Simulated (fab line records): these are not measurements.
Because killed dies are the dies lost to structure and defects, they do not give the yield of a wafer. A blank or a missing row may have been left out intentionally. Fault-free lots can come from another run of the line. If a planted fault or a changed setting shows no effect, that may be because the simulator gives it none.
Chamber matching ; flow nand_harc ; NHARC_A_M1_ETCH_35 on rie_diel-02 has 4 sister chambers
The step etches the open film in N2/H2, target depth 40 nm, overetch 12 nm, time 43.94 s. 4 wafers are shown with their chamber, then 11 later ones without.

## WAFERS, EACH WITH ITS CHAMBER
wafer;chamber;rf_vpp_V (V)
L079.2;1;434.0
L090.5;0;426.2
L090.6;3;433.5
L092.2;2;429.7

## WAFERS WITH NO CHAMBER GIVEN
wafer;rf_vpp_V (V)
L092.3;434.5
L092.5;429.2
L094.2;427.5
L094.5;431.8
L094.6;430.2
L095.3;428.2
L095.5;431.8
L095.6;427.5
L096.4;428.1
L096.5;432.9
L096.6;428.9

## WHICH CHAMBER EACH WENT THROUGH
wafer;from the rows above;in truth
L092.3;can't be placed: 1 or 3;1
L092.5;2;2
L094.2;can't be placed: 0 or 2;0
L094.5;can't be placed: 3 or 2 or 1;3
L094.6;2;2
L095.3;can't be placed: 2 or 0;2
L095.5;can't be placed: 3 or 2 or 1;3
L095.6;can't be placed: 0 or 2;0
L096.4;can't be placed: 2 or 0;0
L096.5;can't be placed: 3 or 1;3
L096.6;can't be placed: 2 or 0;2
2 of 11 placed correctly. Can't be placed from these rows: 9 (the true chamber is among the candidates in 9). Wrongly placed: 0.
How it was worked out, from the rows above alone: a wafer's distance from a chamber is the root of the sum, over the readings, of the square of ((its reading less the chamber's mean) divided by the reading's scatter). If the next closest chamber is less than 2 further off than the closest, the wafer can't be placed; otherwise it belongs to the closest. Each chamber's mean is taken over the wafers shown for it. The scatter: with one shown wafer a chamber, the root of the mean of the squares of how far each hidden wafer lies from its nearest shown one.
